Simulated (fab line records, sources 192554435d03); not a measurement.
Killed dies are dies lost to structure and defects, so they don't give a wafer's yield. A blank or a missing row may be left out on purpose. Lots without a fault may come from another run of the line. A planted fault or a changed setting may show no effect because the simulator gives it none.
Chamber matching | flow n5_finfet | N5_FIN_CUT_DESCUM_13 on rie_diel-03: 4 sister chambers
The step chemistry O2, time 7 s. 8 wafers are shown with their chamber, then 10 later ones without.

WAFERS WITH THEIR CHAMBER
wafer  | chamber | showerhead_plenum_p_Torr (Torr) | throttle_valve_pct (%)
L081.1 | 0       | 2.08                            | 20.72
L084.4 | 1       | 2.09                            | 20.22
L084.6 | 0       | 2.08                            | 20.73
L085.3 | 2       | 2.00                            | 20.36
L085.4 | 1       | 2.09                            | 20.20
L085.5 | 3       | 2.00                            | 20.55
L090.1 | 2       | 1.99                            | 20.36
L090.2 | 3       | 2.00                            | 20.56

WAFERS WITHOUT THEIR CHAMBER
wafer  | showerhead_plenum_p_Torr (Torr) | throttle_valve_pct (%)
L090.4 | 1.99                            | 20.35
L093.1 | 2.08                            | 20.25
L093.2 | 2.00                            | 20.58
L093.5 | 2.08                            | 20.23
L096.3 | 2.07                            | 20.39
L096.5 | 1.99                            | 20.39
L096.6 | 2.07                            | 20.38
L097.2 | 1.99                            | 20.58
L097.3 | 2.08                            | 20.25
L097.5 | 2.07                            | 20.40

WHICH CHAMBER EACH WENT THROUGH
wafer  | from the rows above     | in truth
L090.4 | 2                       | 2
L093.1 | 1                       | 1
L093.2 | 3                       | 3
L093.5 | 1                       | 1
L096.3 | can't be placed: 2 or 1 | 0
L096.5 | 2                       | 2
L096.6 | can't be placed: 1 or 2 | 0
L097.2 | 3                       | 3
L097.3 | 1                       | 1
L097.5 | can't be placed: 2 or 1 | 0
Placed correctly: 7 of 10. Can't be placed from these rows: 3 (the true chamber is among the candidates in 0). Placed wrongly: 0.
How it was worked out, from the rows above alone: a wafer's distance from a chamber is the root of the sum, over the readings, of the square of ((its reading less the chamber's mean) divided by the reading's scatter). The wafer belongs to the nearest chamber; if the next one is less than 2 further off, it can't be placed. A chamber's mean is the mean of its shown wafers. The scatter: the root of (the sum of the squares of (reading less its chamber's mean) over the shown wafers, divided by (wafers less chambers)).
